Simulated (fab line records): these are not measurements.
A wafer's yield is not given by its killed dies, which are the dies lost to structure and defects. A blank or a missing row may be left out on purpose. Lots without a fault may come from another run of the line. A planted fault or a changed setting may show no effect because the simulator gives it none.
Split-lot trial + flow n5Finfet + 7 lots, 21 wafers read, on a route of 1938 steps

## THE SPLIT ITSELF
At N5_FIN_SAQP_PECVD_48 (deposits SiNx from SiH4/NH3/N2, target thk 25 nm, time 22.1 s), the setting timeS was moved away from the recipe's 22.1 s on 3 of the 21 wafers read, by -13.3% to +8.3%. This setting was run at the recipe's value on the other wafers.

## FROM THE SPLIT TO THE READING: what the file shows between them, 16 steps
- N5_FIN_SAQP_PECVD_06: deposits a-Si from SiH4/He, target thk 60 nm, time 48.1 s (also split here: timeS)
- N5_FIN_SAQP_THK_MEAS_07
- N5_FIN_SAQP_EXPOSE_13: exposes mask FIN CORE, target cd 35.6 nm (also split here: doseMj)
- N5_FIN_SAQP_PEB_14: peb time 60 s
- N5_FIN_SAQP_DEVELOP_15: develop time 30 s
- N5_FIN_SAQP_CD_MEAS_16: target cd 35.6 nm
- N5_FIN_SAQP_HM_OPEN_73: chemistry CHF3/O2, target SiO2, stops on a-Si, target depth 12 nm, time 16.8 s
- N5_FIN_SAQP_STRIP_74: strips in CHF3/O2
- N5_FIN_SAQP_MANDREL_ETCH_22: etches a-Si in HBr/Cl2, stops on SiNx, target depth 60 nm, bt time 10 s, time 30 s
- N5_FIN_SAQP_STRIP_55: strips in N2/H2
- N5_FIN_SAQP_STRIP_23: strips in SPM, time 750 s
- N5_FIN_SAQP_SRD_66: time 30 s
- N5_FIN_SAQP_RECESS_75: chemistry HF/NH3, target SiO2, target depth 14.4 nm, afs cycles 3, sublimation time 60 s
- N5_FIN_SAQP_SPACER1_ALD_24: deposits SiO2, target thk 20.3 nm, pulse time 1 s, purge time 2 s
- N5_FIN_SAQP_SPACER1_ETCHBACK_25: etches SiO2 in CHF3/O2, target depth 24.4 nm, time 12.2 s
- N5_FIN_SAQP_MANDREL1_REMOVE_56: chemistry HBr/Cl2/O2, target a-Si, stops on SiNx, bt time 10 s

## THE READING
etch.depthNm (the simulator's own value, which no gauge read), in nm, at N5_FIN_SAQP_ETCH_57 (etches SiNx in CH3F/O2, target depth 32.5 nm, time 46.4 s). The file does not state a usual value for it. The 18 wafers here that ran the recipe average 24.92 nm, standard deviation 0.26 nm.

| wafer  | tool, chamber at the split | timeS as run, s | against the recipe | etch.depthNm, nm | against lot-mates on the recipe |
|--------|----------------------------|-----------------|--------------------|------------------|---------------------------------|
| L080.1 | pecvd-04, 2                | 22.1            | recipe             | 24.79            | -                               |
| L080.3 | pecvd-04, 0                | 22.1            | recipe             | 24.6             | -                               |
| L080.6 | pecvd-04, 0                | 22.1            | recipe             | 25.06            | -                               |
| L081.1 | pecvd-02, 0                | 23.94           | +8.3%              | 27.01            | +2.07                           |
| L081.4 | pecvd-02, 0                | 22.1            | recipe             | 24.94            | -                               |
| L081.6 | pecvd-02, 1                | 22.1            | recipe             | 24.95            | -                               |
| L082.2 | pecvd-02, 0                | 19.15           | -13.3%             | 21.79            | -3.48                           |
| L082.4 | pecvd-02, 2                | 22.1            | recipe             | 25.23            | -                               |
| L082.5 | pecvd-02, 1                | 22.1            | recipe             | 25.31            | -                               |
| L083.4 | pecvd-01, 2                | 22.1            | recipe             | 24.92            | -                               |
| L083.5 | pecvd-01, 1                | 22.1            | recipe             | 24.84            | -                               |
| L083.6 | pecvd-01, 0                | 22.1            | recipe             | 25.15            | -                               |
| L089.2 | pecvd-01, 1                | 22.1            | recipe             | 24.94            | -                               |
| L089.3 | pecvd-01, 2                | 22.1            | recipe             | 24.88            | -                               |
| L089.4 | pecvd-01, 1                | 23.67           | +7.1%              | 26.93            | +2.02                           |
| L093.1 | pecvd-01, 2                | 22.1            | recipe             | 24.88            | -                               |
| L093.4 | pecvd-01, 1                | 22.1            | recipe             | 25.28            | -                               |
| L093.5 | pecvd-01, 0                | 22.1            | recipe             | 25.18            | -                               |
| L094.2 | pecvd-04, 2                | 22.1            | recipe             | 24.34            | -                               |
| L094.3 | pecvd-04, 1                | 22.1            | recipe             | 24.72            | -                               |
| L094.6 | pecvd-04, 1                | 22.1            | recipe             | 24.46            | -                               |

THE FIT
A straight line over all 21 wafers: etch.depthNm changes by +0.246 nm for each +1% of timeS; r = +0.97; the points scatter about the line by 0.26 nm.
The same after taking each lot's own level away (the mean of its wafers on the recipe; 21 wafers): +0.262 nm for each +1%; r = +0.99; scatter 0.14 nm.
That fit puts the effect of the largest move of timeS on the reading at 3.5 nm.
The span of the lots' own levels, 24.507 to 25.270 nm, comes to 2.9 times the standard deviation stated above.
So the lot-to-lot level changes the slope little: the two slopes agree.
Check: with one of the wafers moved furthest among these (-13.3%) left out of the fit, the line predicts -3.51 nm for it against its lot-mates. Against them it came out at -3.48 nm.

## OTHER SPLITS APPLIED TO THESE WAFERS
Before the reading, these wafers also passed through other splits. Each is held against what the fit with the lots' levels taken away leaves over:
| other split on the same wafers        | wafers away from the commonest value | r with etch.depthNm (lot level and that fit taken away) |
|---------------------------------------|--------------------------------------|---------------------------------------------------------|
| N5_ZERO_LAYER_COAT_05 spinRpm         | 4                                    | -0.12                                                   |
| N5_ZERO_LAYER_DEVELOP_10 developTimeS | 5                                    | -0.18                                                   |
| N5_FIN_SAQP_PECVD_06 timeS            | 5                                    | +0.15                                                   |
| N5_FIN_SAQP_EXPOSE_13 doseMj          | 9                                    | +0.05                                                   |

## THE WHOLE CHAIN: every reading that the file lists as answering this split, in the file's order
| step                        | what it does                                                                       | reading                                                                          | change (the file's fit)               | r (the file's) |
|-----------------------------|------------------------------------------------------------------------------------|----------------------------------------------------------------------------------|---------------------------------------|----------------|
| N5_FIN_SAQP_PECVD_48        | deposits SiNx from SiH4/NH3/N2, target thk 25 nm, time 22.1 s                      | SiNx_of_FIN_SAQP_PECVD_48.thkNm (the simulator's own value, which no gauge read) | +0.266 nm for each +1% of the setting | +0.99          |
| N5_FIN_SAQP_MANDREL_ETCH_22 | etches a-Si in HBr/Cl2, stops on SiNx, target depth 60 nm, bt time 10 s, time 30 s | SiNx_of_FIN_SAQP_PECVD_48.thkNm (the simulator's own value, which no gauge read) | +0.262 nm for each +1% of the setting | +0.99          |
| N5_FIN_SAQP_ETCH_57         | etches SiNx in CH3F/O2, target depth 32.5 nm, time 46.4 s                          | etchRfOnTimeS                                                                    | withheld for each +1% of the setting  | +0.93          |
| N5_FIN_SAQP_ETCH_57         | etches SiNx in CH3F/O2, target depth 32.5 nm, time 46.4 s                          | etch.depthNm (the simulator's own value, which no gauge read)                    | +0.262 nm for each +1% of the setting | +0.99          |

## THE FILE'S OWN FIT
etch.depthNm changes by +0.262 nm for each +1% of timeS, r = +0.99.
